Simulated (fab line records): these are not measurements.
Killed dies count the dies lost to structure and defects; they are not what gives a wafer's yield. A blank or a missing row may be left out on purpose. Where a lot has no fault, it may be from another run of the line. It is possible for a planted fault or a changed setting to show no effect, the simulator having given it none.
fab line records + flow nand-harc
[record]
- lots = 5
- wafers = 15
- last-day = 30
route steps=1302 shown A_CHANNEL_HOLE_D1@459 A_CHANNEL_FILL_D1@490 END@1302
lots that met no fault: taken from a fault-free run of the same line
start-h: start of the lot's first displayed wafer, in hours after the record's first day + wait-h: hours elapsed since this lot's preceding step + " identical to the entry in the row above + L1.1+2: one row covering several wafers at once + - no value, or no start was given + * or withheld: withheld + < > ~ a bound
route shown NAME@n: NAME is a module with steps in the file, n the number in the route of the first one + usual: the fault-free wafers' mean and standard deviation + same: alike in all rows + chamber/n: place in a boat + sites: per-site readings + _std_site: standard deviation across them + _edge_site: inner sites' mean taken away from outer sites' mean + radius-mm: how far each site lies from the wafer's centre + mask NAME#n: copy n + behind: the most recent tool/chamber to have shaped the wafer + hold: cause of the lot's hold/its duration in hours/its outcome + device: which transistor (n, p or np) failed to switch + end of line: the tests these same wafers got at the end of their route + a step given without rows: its recipe and nothing more + killed: dies lost to structure and defects at the first sort, not the wafer's yield + map: per-die view of a wafer (x killed, . not killed, _ where there is no die)
set.NAME: the setting the step ran with; set.NAME@STEP: the setting that earlier step ran with + model.NAME: the simulator's own value behind a step, which no gauge read
certain route steps with their lots: each step a table, each wafer a row
services: when a tool's chamber went out of use (start-h, in hours from the record's first day, below 0 if earlier), for how many hours, and the reason
[[steps]]
[step NHARC_A_CHANNEL_HOLE_D1_EXPOSE_07]
[recipe]
- na = 1.35
- target-cd-nm = 100
- sigma-outer = 0.3
- dose-mj = 59.65
- mask-id = HOLE_D1
[step NHARC_A_CHANNEL_HOLE_D1_PEB_08]
[recipe]
- peb-temp-c = 100
- peb-time-s = 65
[step NHARC_A_CHANNEL_HOLE_D1_DEVELOP_09]
[recipe]
- develop-time-s = 35
- dev-temp-c = 23
[step NHARC_A_CHANNEL_HOLE_D1_DESCUM_15]
[recipe]
- time-s = 3
- o2-flow-sccm = 200
- ar-flow-sccm = 0
- bias-power-w = 0
- chemistry = O2
[step NHARC_A_CHANNEL_HOLE_D1_ETCH_38]
[recipe]
- target-depth-a = 390
- over-etch-frac = 0.3
- time-s = 65
- ion-energy-ev = 80
- cf4-flow-sccm = 150
- ar-flow-sccm = 0
- rf-w = 300
- bias-w = 100
- chemistry = CF4
[step NHARC_A_CHANNEL_HOLE_D1_ETCH_39]
[recipe]
- target-depth-a = 2600
- over-etch-frac = 0.3
- time-s = 325
- ion-energy-ev = 200
- n2-flow-sccm = 150
- h2-flow-sccm = 150
- ar-flow-sccm = 0
- rf-w = 400
- bias-w = 150
- chemistry = N2/H2
[step NHARC_A_CHANNEL_HOLE_D1_ETCH_34]
[recipe]
- target-depth-a = 1540
- time-s = 77
- cf4-flow-sccm = 100
- chf3-flow-sccm = 30
- ar-flow-sccm = 0
- rf-w = 500
- bias-w = 200
- chemistry = CF4/CHF3
[step NHARC_A_CHANNEL_HOLE_D1_ETCH_16]
[recipe]
- target-depth-a = 31000
- over-etch-frac = 0.3
- time-s = 806
- ion-energy-ev = 150
- o2-flow-sccm = 400
- cos-flow-sccm = 20
- ar-flow-sccm = 0
- rf-w = 500
- bias-w = 300
- chemistry = O2/COS
[step NHARC_A_CHANNEL_HOLE_D1_ETCH_19]
[recipe]
- bias-v = 1200
- source-w = 2500
- pressure-mtorr = 15
- time-s = 34.5
- ar-flow-sccm = 375
- c4f8-flow-sccm = 28.8
- o2-flow-sccm = 96.2
- temp-c = -20
- target-depth-a = *
- chemistry = C4F8/O2/Ar
[usual]
- drypump-motor-current-A = 5.59/0.14
- he-backside-leak-sccm = 6.4/0.93
- showerhead-plenum-p-Torr = 3.69/0.098
- throttle-valve-pct = 37.039/0.0084
| lot.wafer | tool        | chamber | start-h | wait-h | drypump-motor-current-A | he-backside-leak-sccm | rf-hours-counter-h | showerhead-plenum-p-Torr | throttle-valve-pct |
|-----------|-------------|---------|---------|--------|-------------------------|-----------------------|--------------------|--------------------------|--------------------|
| L911.1    | har-etch-02 | 0       | 178.92  | 0.1    | 5.58                    | 6.0                   | 298                | 3.76                     | 37.039             |
| L911.2    | "           | 1       | "       | "      | 5.79                    | 7.1                   | 298                | 3.81                     | 37.028             |
| L911.4    | "           | 1       | "       | "      | 5.78                    | 7.1                   | -                  | 3.81                     | 37.037             |
| L914.1    | har-etch-02 | 0       | 210.10  | 0.1    | 5.57                    | 6.0                   | 314                | 3.75                     | 37.042             |
| L914.3    | "           | 0       | "       | "      | 5.57                    | 6.3                   | -                  | 3.75                     | 37.015             |
| L914.4    | "           | 1       | "       | "      | 5.78                    | 7.4                   | -                  | 3.80                     | 37.046             |
| L915.2    | har-etch-02 | 1       | 220.99  | 0.1    | 5.75                    | 7.5                   | 322                | 3.80                     | 37.053             |
| L915.3    | "           | 0       | "       | "      | 5.63                    | 6.2                   | -                  | 3.75                     | 37.045             |
| L915.5    | "           | 0       | "       | "      | 5.58                    | 6.2                   | -                  | 3.75                     | 37.037             |
| L916.2    | har-etch-02 | 0       | 234.44  | 3.1    | 5.59                    | 6.2                   | 329                | 3.74                     | 37.029             |
| L916.4    | "           | 1       | "       | "      | 5.75                    | 7.0                   | -                  | 3.79                     | 37.051             |
| L916.6    | "           | 1       | "       | "      | 5.75                    | 7.2                   | -                  | 3.79                     | 37.055             |
| L926.3    | har-etch-01 | 1       | 325.07  | 0.1    | 5.65                    | 5.8                   | -                  | 3.74                     | 37.040             |
| L926.4    | "           | 0       | "       | "      | 5.36                    | 6.5                   | -                  | 3.53                     | 37.037             |
| L926.6    | "           | 0       | "       | "      | 5.37                    | 6.0                   | -                  | 3.53                     | 37.024             |
[step NHARC_A_CHANNEL_HOLE_D1_ETCH_20]
[recipe]
- bias-v = 3000
- source-w = withheld
- pressure-mtorr = 20
- time-s = 361.9
- ar-flow-sccm = 375
- c4f8-flow-sccm = 89.3
- o2-flow-sccm = 35.7
- temp-c = -20
- target-depth-a = 16000
- chemistry = C4F8/O2/Ar
[step NHARC_A_CHANNEL_HOLE_D1_ETCH_21]
[recipe]
- bias-v = 3000
- source-w = withheld
- pressure-mtorr = 20
- time-s = 514.3
- ar-flow-sccm = 375
- c4f8-flow-sccm = 89.3
- o2-flow-sccm = 35.7
- temp-c = -20
- target-depth-a = 16000
- chemistry = C4F8/O2/Ar
[step NHARC_A_CHANNEL_HOLE_D1_ETCH_22]
[recipe]
- bias-v = 3000
- source-w = withheld
- pressure-mtorr = 20
- time-s = 666.7
- ar-flow-sccm = 375
- c4f8-flow-sccm = 89.3
- o2-flow-sccm = 35.7
- temp-c = -20
- target-depth-a = 16000
- chemistry = C4F8/O2/Ar
[step NHARC_A_CHANNEL_HOLE_D1_ETCH_23]
[recipe]
- bias-v = 5000
- source-w = withheld
- pressure-mtorr = 20
- time-s = 819
- ar-flow-sccm = 375
- c4f8-flow-sccm = 89.3
- o2-flow-sccm = 35.7
- temp-c = -20
- target-depth-a = 16000
- chemistry = C4F8/O2/Ar
[step NHARC_A_CHANNEL_HOLE_D1_ETCH_24]
[recipe]
- bias-v = 5000
- source-w = withheld
- pressure-mtorr = 20
- time-s = 906.2
- ar-flow-sccm = 375
- c4f8-flow-sccm = 93.8
- o2-flow-sccm = 31.2
- temp-c = -20
- target-depth-a = 15000
- chemistry = C4F8/O2/Ar
[step NHARC_A_CHANNEL_HOLE_D1_ETCH_25]
[recipe]
- bias-v = 5000
- source-w = withheld
- pressure-mtorr = 20
- time-s = 1040.2
- ar-flow-sccm = 375
- c4f8-flow-sccm = 93.8
- o2-flow-sccm = 31.2
- temp-c = -20
- target-depth-a = 15000
- chemistry = C4F8/O2/Ar
[step NHARC_A_CHANNEL_HOLE_D1_ETCH_26]
[recipe]
- bias-v = 300
- source-w = 2000
- pressure-mtorr = 30
- time-s = 224.1
- ar-flow-sccm = 375
- c4f8-flow-sccm = 11.4
- o2-flow-sccm = 113.6
- temp-c = -20
- target-depth-a = 3000
- chemistry = C4F8/O2/Ar
[step NHARC_A_CHANNEL_HOLE_D1_ETCH_33]
[recipe]
- bias-v = 400
- source-w = 2000
- pressure-mtorr = 25
- time-s = 90
- ar-flow-sccm = 375
- c4f8-flow-sccm = 41.7
- o2-flow-sccm = 83.3
- temp-c = -20
- target-depth-a = 4000
- chemistry = C4F8/O2/Ar
[step NHARC_A_CHANNEL_HOLE_D1_STRIP_41]
[recipe]
- n2-flow-sccm = 150
- h2-flow-sccm = 150
- ar-flow-sccm = 0
- bias-w = 0
- chemistry = N2/H2
[step NHARC_A_CHANNEL_HOLE_D1_STRIP_42]
[recipe]
- cf4-flow-sccm = 100
- chf3-flow-sccm = 30
- ar-flow-sccm = 0
- bias-w = 0
- chemistry = CF4/CHF3
[step NHARC_A_CHANNEL_HOLE_D1_STRIP_43]
[recipe]
- o2-flow-sccm = 400
- cos-flow-sccm = 20
- ar-flow-sccm = 0
- bias-w = 0
- chemistry = O2/COS
[step NHARC_A_CHANNEL_HOLE_D1_ETCH_44]
[recipe]
- target-depth-a = 1400
- overetch-a = 140
- time-s = 77
- ion-energy-ev = 100
- cf4-flow-sccm = 80
- o2-flow-sccm = 20
- ar-flow-sccm = 0
- rf-w = 300
- bias-w = 100
- chemistry = CF4/O2
[step NHARC_A_CHANNEL_HOLE_D1_STRIP_27]
[recipe]
- o2-flow-sccm = 500
- ar-flow-sccm = 0
- bias-w = 0
- chemistry = O2
[step NHARC_A_CHANNEL_HOLE_D1_PRECLEAN_28]
[recipe]
- time-s = *
- temp-c = 50
- bath-age-min = 0
- chemistry = SC1
[step NHARC_A_CHANNEL_HOLE_D1_SRD_29]
[step NHARC_A_CHANNEL_HOLE_D1_XSEM_31]
[recipe]
- landing-energy-ev = 35000
[step NHARC_A_CHANNEL_HOLE_D1_INSPECT_40]
[usual]
- raw-defect-count = 76/24
| lot.wafer | tool              | chamber | start-h | wait-h | raw-defect-count |
|-----------|-------------------|---------|---------|--------|------------------|
| L911.1    | defect-inspect-01 | -       | 184.69  | -      | 77               |
| L911.2    | "                 | -       | "       | "      | 84               |
| L911.4    | "                 | -       | "       | "      | 83               |
| L914.1    | defect-inspect-02 | -       | 215.82  | -      | 743              |
| L914.3    | "                 | -       | "       | "      | 736              |
| L914.4    | "                 | -       | "       | "      | 779              |
| L915.2    | defect-inspect-01 | -       | 226.73  | -      | 758              |
| L915.3    | "                 | -       | "       | "      | 791              |
| L915.5    | "                 | -       | "       | "      | 775              |
| L916.2    | defect-inspect-01 | -       | 240.15  | -      | 716              |
| L916.4    | "                 | -       | "       | "      | 777              |
| L916.6    | "                 | -       | "       | "      | 752              |
| L926.3    | defect-inspect-01 | -       | 330.75  | -      | 114              |
| L926.4    | "                 | -       | "       | "      | 81               |
| L926.6    | "                 | -       | "       | "      | 56               |
[step NHARC_A_CHANNEL_FILL_D1_PRECLEAN_00]
[recipe]
- time-s = *
- temp-c = 50
- bath-age-min = 0
- chemistry = SC1
[step NHARC_END_SORT_01]
[recipe]
- temp-c = 25
[usual]
- killed-at-array = 58/15
- killed-at-other = 0.8/1.2
- killed-at-periphery = 3.5/2.5
- killed-dies = 62/15
- killed-open = 3.2/1.7
- killed-short = 2.4/1.5
[same]
- gross-dies = 677
| lot.wafer | tool      | chamber | start-h | wait-h | killed-at-array | killed-at-other | killed-at-periphery | killed-dies | killed-open | killed-short |
|-----------|-----------|---------|---------|--------|-----------------|-----------------|---------------------|-------------|-------------|--------------|
| L911.1    | prober-02 | 0       | 555.36  | 2.5    | 78              | 0               | 0                   | 78          | 1           | 3            |
| L911.2    | prober-02 | 0       | 556.16  | 2.8    | 64              | 0               | 2                   | 66          | 2           | 1            |
| L911.4    | prober-02 | 0       | 557.78  | 3.4    | 72              | 0               | 2                   | 74          | 3           | 1            |
| L914.1    | prober-02 | 0       | 581.89  | 2.5    | 111             | 8               | 0                   | 119         | 5           | 2            |
| L914.3    | prober-02 | 0       | 583.49  | 3.1    | 106             | 3               | 2                   | 111         | 4           | 0            |
| L914.4    | prober-02 | 0       | 584.30  | 3.4    | 117             | 2               | 3                   | 122         | 5           | 2            |
| L915.2    | prober-02 | 0       | 595.95  | 2.8    | 108             | 2               | 1                   | 111         | 2           | 3            |
| L915.3    | prober-02 | 0       | 596.76  | 3.1    | 123             | 0               | 8                   | 131         | 5           | 3            |
| L915.5    | prober-02 | 0       | 598.36  | 3.7    | 127             | 2               | 3                   | 132         | 3           | 0            |
| L916.2    | prober-01 | 0       | 596.62  | 2.8    | 102             | 1               | 0                   | 103         | 3           | 6            |
| L916.4    | prober-01 | 0       | 598.25  | 3.5    | 101             | 0               | 3                   | 104         | 2           | 4            |
| L916.6    | prober-01 | 0       | 599.88  | 4.1    | 112             | 0               | 3                   | 115         | 3           | 3            |
| L926.3    | prober-01 | 0       | 709.57  | 3.1    | 60              | 2               | 4                   | 66          | 6           | 6            |
| L926.4    | prober-01 | 0       | 710.36  | 3.4    | 51              | 0               | 2                   | 53          | 4           | 2            |
| L926.6    | prober-01 | 0       | 711.94  | 4.0    | 61              | 1               | 2                   | 64          | 2           | 3            |
// killed by level:class
L911.1 A_CHANNEL_HOLE_D2:chamber-film-flake=30 A_SLIT:chamber-film-flake=20 A_CHANNEL_HOLE_D1:chamber-film-flake=17 A_STAIRCASE:chamber-film-flake=5 A_CHANNEL_FILL_D1:geometric-particle:short=1 A_CHANNEL_FILL_D2:geometric-particle:short=1 A_WL_FILL:geometric-particle:open=1 A_CONTACT:geometric-particle:short=1
L911.2 A_CHANNEL_HOLE_D1:chamber-film-flake=24 A_CHANNEL_HOLE_D2:chamber-film-flake=22 A_SLIT:chamber-film-flake=10 A_STAIRCASE:chamber-film-flake=3 P_GATE:chamber-film-flake=2 A_ONON_D1:geometric-particle:short=1 A_ONON_D1:geometric-particle:open=1 A_SGD_CUT:geometric-particle:open=1
L911.4 A_CHANNEL_HOLE_D2:chamber-film-flake=25 A_CHANNEL_HOLE_D1:chamber-film-flake=21 A_SLIT:chamber-film-flake=16 A_STAIRCASE:chamber-film-flake=3 A_CONTACT:chamber-film-flake=2 P_CONTACT:geometric-particle:open=1 A_SOURCE_PLATE:geometric-particle:open=1 A_ONON_D2:geometric-particle:open=1
L914.1 A_CHANNEL_HOLE_D1:unspecified=82 THIN_TSV:chamber-film-flake=8 A_CHANNEL_HOLE_D1:chamber-film-flake=7 A_CHANNEL_HOLE_D2:chamber-film-flake=6 A_DECK1_JOINT:geometric-particle:open=3 A_CONTACT:chamber-film-flake=3 A_STAIRCASE:chamber-film-flake=2 A_WL_FILL:chamber-film-flake=2
L914.3 A_CHANNEL_HOLE_D1:unspecified=81 A_CHANNEL_HOLE_D2:chamber-film-flake=11 A_CHANNEL_HOLE_D1:chamber-film-flake=3 THIN_TSV:chamber-film-flake=3 A_CHANNEL_FILL_D1:chamber-film-flake=2 A_STAIRCASE:chamber-film-flake=2 A_WL_FILL:chamber-film-flake=2 P_CONTACT:geometric-particle:open=1
L914.4 A_CHANNEL_HOLE_D1:unspecified=82 A_CHANNEL_HOLE_D2:chamber-film-flake=17 A_CHANNEL_HOLE_D1:chamber-film-flake=5 A_CHANNEL_FILL_D1:chamber-film-flake=3 A_STAIRCASE:chamber-film-flake=3 THIN_TSV:chamber-film-flake=2 P_CONTACT:geometric-particle:open=1 P_M0:geometric-particle:open=1
L915.2 A_CHANNEL_HOLE_D1:unspecified=72 A_CHANNEL_HOLE_D2:chamber-film-flake=12 A_CHANNEL_HOLE_D1:chamber-film-flake=11 A_SLIT:chamber-film-flake=5 A_CONTACT:chamber-film-flake=2 THIN_TSV:chamber-film-flake=2 P_M0:geometric-particle:short=1 A_SOURCE_PLATE:geometric-particle:short=1
L916.2 A_CHANNEL_HOLE_D1:unspecified=72 A_CHANNEL_HOLE_D1:chamber-film-flake=9 A_CHANNEL_HOLE_D2:chamber-film-flake=7 A_CHANNEL_FILL_D2:geometric-particle:short=2 A_CONTACT:chamber-film-flake=2 A_ONON_D1:geometric-particle:short=1 A_CHANNEL_FILL_D1:geometric-particle:short=1 A_CHANNEL_FILL_D1:geometric-particle:open=1
L915.3 A_CHANNEL_HOLE_D1:unspecified=74 A_SLIT:chamber-film-flake=21 A_CHANNEL_HOLE_D2:chamber-film-flake=12 A_CHANNEL_HOLE_D1:chamber-film-flake=9 A_CONTACT:chamber-film-flake=3 P_GATE:geometric-particle:open=2 P_M2:geometric-particle:open=2 A_CHANNEL_FILL_D1:chamber-film-flake=2
L916.4 A_CHANNEL_HOLE_D1:unspecified=82 A_CHANNEL_HOLE_D1:chamber-film-flake=8 A_CHANNEL_HOLE_D2:chamber-film-flake=3 P_GATE:geometric-particle:short=1 P_BONDPAD:geometric-particle:open=1 A_ONON_D1:geometric-particle:short=1 A_CHANNEL_FILL_D1:geometric-particle:short=1 A_CHANNEL_FILL_D1:geometric-particle:open=1
L915.5 A_CHANNEL_HOLE_D1:unspecified=82 A_SLIT:chamber-film-flake=24 A_CHANNEL_HOLE_D2:chamber-film-flake=7 A_STAIRCASE:chamber-film-flake=4 A_CHANNEL_HOLE_D1:chamber-film-flake=3 P_ZERO_WELL:chamber-film-flake=2 A_DECK1_JOINT:chamber-film-flake=2 THIN_TSV:chamber-film-flake=2
L916.6 A_CHANNEL_HOLE_D1:unspecified=86 A_CHANNEL_HOLE_D1:chamber-film-flake=11 A_CHANNEL_FILL_D1:geometric-particle:short=3 A_CHANNEL_HOLE_D2:chamber-film-flake=3 A_BLC:geometric-particle:open=2 P_ZERO_WELL:chamber-film-flake=2 A_CONTACT:chamber-film-flake=2 A_CHANNEL_FILL_D1:geometric-particle:open=1
L926.3 A_SLIT:chamber-film-flake=34 A_CHANNEL_HOLE_D1:chamber-film-flake=5 A_SGD_CUT:chamber-film-flake=5 A_ONON_D1:geometric-particle:open=2 A_WL_FILL:geometric-particle:short=2 P_GATE:chamber-film-flake=2 THIN_TSV:chamber-film-flake=2 P_STI:geometric-particle:short=1
L926.4 A_SLIT:chamber-film-flake=28 A_CHANNEL_HOLE_D1:chamber-film-flake=7 A_CHANNEL_FILL_D2:chamber-film-flake=3 A_STAIRCASE:chamber-film-flake=3 A_SGD_CUT:chamber-film-flake=3 A_DECK1_JOINT:geometric-particle:open=2 P_GATE:geometric-particle:short=1 A_CHANNEL_FILL_D1:geometric-particle:open=1
L926.6 A_SLIT:chamber-film-flake=30 A_CHANNEL_HOLE_D1:chamber-film-flake=10 A_SGD_CUT:chamber-film-flake=9 A_STAIRCASE:chamber-film-flake=4 A_CONTACT:chamber-film-flake=2 A_ONON_D1:geometric-particle:open=1 A_ONON_D2:geometric-particle:short=1 A_ONON_D2:geometric-particle:open=1
// map L914.4 (x killed, . not)
____________x____________
_________......._________
_______..........._______
______...x.........______
_____.......x..x...._____
____x................____
____.................____
___...................___
___...................___
__..x..................__
__...x.................__
_....xx................._
_..x.............x......_
_............x.x........_
_..x..xx................_
_....x.................._
.........................
.............x...........
...............x....x....
.............x...........
...................x.....
_....x....xx............_
_.....x.xxx.xx.........._
_.....xxxxxx............_
_....xxxxxxx.x.........._
_.....xxxxxxxx.........._
__....xxxxxxx..........__
__....xxxxxxxxx........__
___...xxxxxxxxx.......___
___.x.xxxxxxxx........___
____.x.xxxxxxx.......____
____..xxxxxxx.x....x.____
_____.x.xxxxxx......_____
______.xxxxx.xx....______
_______.xx..x....._______
_________.x....._________
____________.____________
// map L915.5 (x killed, . not)
____________.____________
_________......._________
_______..........._______
______.............______
_____..x......x....._____
____.x...............____
____.................____
___.......x...........___
___x........x..x......___
__......x.....x........__
__.........xxxxx.......__
_...........xxxx........_
_.........x..xxx........_
_...........xxx........._
_..........xx.x........._
_......x....x....x......_
............x............
...x............x........
.........................
......x..................
x...........x............
_........x.............._
_........x.............._
_........xxx.x.........._
_.......xxx.x..........._
_.......xxxxx..........._
__....xxxxxxx.xx.......__
__....xxxxxxxxx........__
___..x.xxxxxxxx.......___
___x...xxxxxxxxx......___
____..xxxxxxxxx......____
____..xxxxxxxxx......____
_____...xxxxxx......_____
______.xxxxxxxx...x______
_______.xxxxx.x..._______
_________xxxx..._________
____________.____________
[[services]]
| tool        | chamber | start-h | hours | kind   |
|-------------|---------|---------|-------|--------|
| har-etch-01 | -       | 229.49  | 11.4  | repair |
[[key]]
[first-sign]
- step = NHARC_A_CHANNEL_HOLE_D1_INSPECT_40
- reading = raw-defect-count
- direction = up
- sigmas = 28
- usual = 76
- struck = 759
[effect]
- step = NHARC_END_SORT_01
- reading = killed-dies
- direction = up
- sigmas = 3.7
- usual = 62
- struck = 116
[more-kills-born-at]
- NHARC_A_CHANNEL_HOLE_D1_ETCH_19@har-etch-02 = 425
met-at NHARC_A_CHANNEL_HOLE_D1_ETCH_19
struck-wafers L914.1,L914.3,L914.4,L915.2,L915.3,L915.5,L916.2,L916.4,L916.6
tester-left-out L914,L915,L916
onset-between 178.92 210.10
[fault]
- kind = chamber-particle-source
- tool = har-etch-02
- chamber = -
- onset-h = 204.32
- steps = NHARC_A_CHANNEL_HOLE_D1_ETCH_19
- rate-per-visit-cm2 = 1.01
- end-h = 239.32
// tester-left-out: of these lots the tester's yield and bins aren't shown, on N5 and GAA mostly nor the transistor test; their killed dies are dies lost to structure and defects alone, not to doping, threshold or leakage, so they don't give the yield
